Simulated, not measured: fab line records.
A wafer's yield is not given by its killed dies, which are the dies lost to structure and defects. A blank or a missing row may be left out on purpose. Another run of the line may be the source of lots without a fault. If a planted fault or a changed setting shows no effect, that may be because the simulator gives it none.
Matching of chambers :: flow nand-harc :: NHARC_A_STAIRCASE_ETCH_292 on rie-diel-02: 4 sister chambers
The step etches the open film in CF4/CHF3. 14 wafers are shown with their chamber, then 7 later ones without.

WAFERS, EACH WITH ITS CHAMBER
wafer: L075.1
chamber: 0
showerhead-plenum-p-Torr (Torr): 1.49
drypump-motor-current-A (A): 5.9
rf-vpp-V (V): 366.2

wafer: L075.2
chamber: 1
showerhead-plenum-p-Torr (Torr): 1.66
drypump-motor-current-A (A): 6.2
rf-vpp-V (V): 374.9

wafer: L075.3
chamber: 2
showerhead-plenum-p-Torr (Torr): 1.54
drypump-motor-current-A (A): 5.7
rf-vpp-V (V): 368.9

wafer: L079.2
chamber: 0
showerhead-plenum-p-Torr (Torr): 1.49
drypump-motor-current-A (A): 6.0
rf-vpp-V (V): 367.4

wafer: L079.3
chamber: 2
showerhead-plenum-p-Torr (Torr): 1.54
drypump-motor-current-A (A): 5.7
rf-vpp-V (V): 370.0

wafer: L079.6
chamber: 3
showerhead-plenum-p-Torr (Torr): 1.49
drypump-motor-current-A (A): 6.0
rf-vpp-V (V): 370.3

wafer: L082.1
chamber: 0
showerhead-plenum-p-Torr (Torr): 1.48
drypump-motor-current-A (A): 6.0
rf-vpp-V (V): 367.9

wafer: L082.2
chamber: 2
showerhead-plenum-p-Torr (Torr): 1.54
drypump-motor-current-A (A): 5.7
rf-vpp-V (V): 369.0

wafer: L082.5
chamber: 2
showerhead-plenum-p-Torr (Torr): 1.54
drypump-motor-current-A (A): 5.7
rf-vpp-V (V): 369.2

wafer: L084.1
chamber: 3
showerhead-plenum-p-Torr (Torr): 1.48
drypump-motor-current-A (A): 6.0
rf-vpp-V (V): 369.1

wafer: L084.5
chamber: 3
showerhead-plenum-p-Torr (Torr): 1.48
drypump-motor-current-A (A): 6.0
rf-vpp-V (V): 367.5

wafer: L084.6
chamber: 2
showerhead-plenum-p-Torr (Torr): 1.54
drypump-motor-current-A (A): 5.7
rf-vpp-V (V): 371.5

wafer: L085.2
chamber: 3
showerhead-plenum-p-Torr (Torr): 1.48
drypump-motor-current-A (A): 6.0
rf-vpp-V (V): 367.2

wafer: L085.5
chamber: 3
showerhead-plenum-p-Torr (Torr): 1.48
drypump-motor-current-A (A): 6.0
rf-vpp-V (V): 367.7

SIGNATURES, as means of the wafers listed above
reading: showerhead-plenum-p-Torr
chamber 0: 1.4867
chamber 1: 1.6600
chamber 2: 1.5400
chamber 3: 1.4820
scatter within a chamber: 0.00383

reading: drypump-motor-current-A
chamber 0: 5.967
chamber 1: 6.200
chamber 2: 5.700
chamber 3: 6.000
scatter within a chamber: 0.0258

reading: rf-vpp-V
chamber 0: 367.167
chamber 1: 374.900
chamber 2: 369.720
chamber 3: 368.360
scatter within a chamber: 1.14
Rule: a wafer's distance from a chamber is the root of the sum, over the readings, of the square of ((its reading less the chamber's mean) divided by the reading's scatter). If the next closest chamber is less than 2 further off than the closest, the wafer can't be placed; otherwise it belongs to the closest. The scatter: take each reading less its chamber's mean, square it, sum over the shown wafers, divide by the number of wafers less the number of chambers, and take the root.

WAFERS WHOSE CHAMBER IS MISSING
wafer: L085.6
showerhead-plenum-p-Torr (Torr): 1.54
drypump-motor-current-A (A): 5.7
rf-vpp-V (V): 369.8

wafer: L087.1
showerhead-plenum-p-Torr (Torr): 1.65
drypump-motor-current-A (A): 6.1
rf-vpp-V (V): 373.7

wafer: L087.2
showerhead-plenum-p-Torr (Torr): 1.54
drypump-motor-current-A (A): 5.7
rf-vpp-V (V): 369.6

wafer: L087.3
showerhead-plenum-p-Torr (Torr): 1.48
drypump-motor-current-A (A): 6.0
rf-vpp-V (V): 367.8

wafer: L091.4
showerhead-plenum-p-Torr (Torr): 1.48
drypump-motor-current-A (A): 5.9
rf-vpp-V (V): 368.9

wafer: L091.5
showerhead-plenum-p-Torr (Torr): 1.48
drypump-motor-current-A (A): 6.0
rf-vpp-V (V): 368.5

wafer: L091.6
showerhead-plenum-p-Torr (Torr): 1.48
drypump-motor-current-A (A): 5.9
rf-vpp-V (V): 367.6

EACH ONE'S CHAMBER
wafer: L085.6
from the rows above: 2
in truth: 2

wafer: L087.1
from the rows above: 1
in truth: 1

wafer: L087.2
from the rows above: 2
in truth: 2

wafer: L087.3
from the rows above: can't be placed: 3 or 0
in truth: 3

wafer: L091.4
from the rows above: can't be placed: 0 or 3
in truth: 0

wafer: L091.5
from the rows above: can't be placed: 3 or 0
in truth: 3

wafer: L091.6
from the rows above: can't be placed: 0 or 3
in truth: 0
Placed correctly: 3 of 7. From these rows, 4 cannot be placed; in 4 the true chamber is one of the candidates. Number placed wrongly: 0.
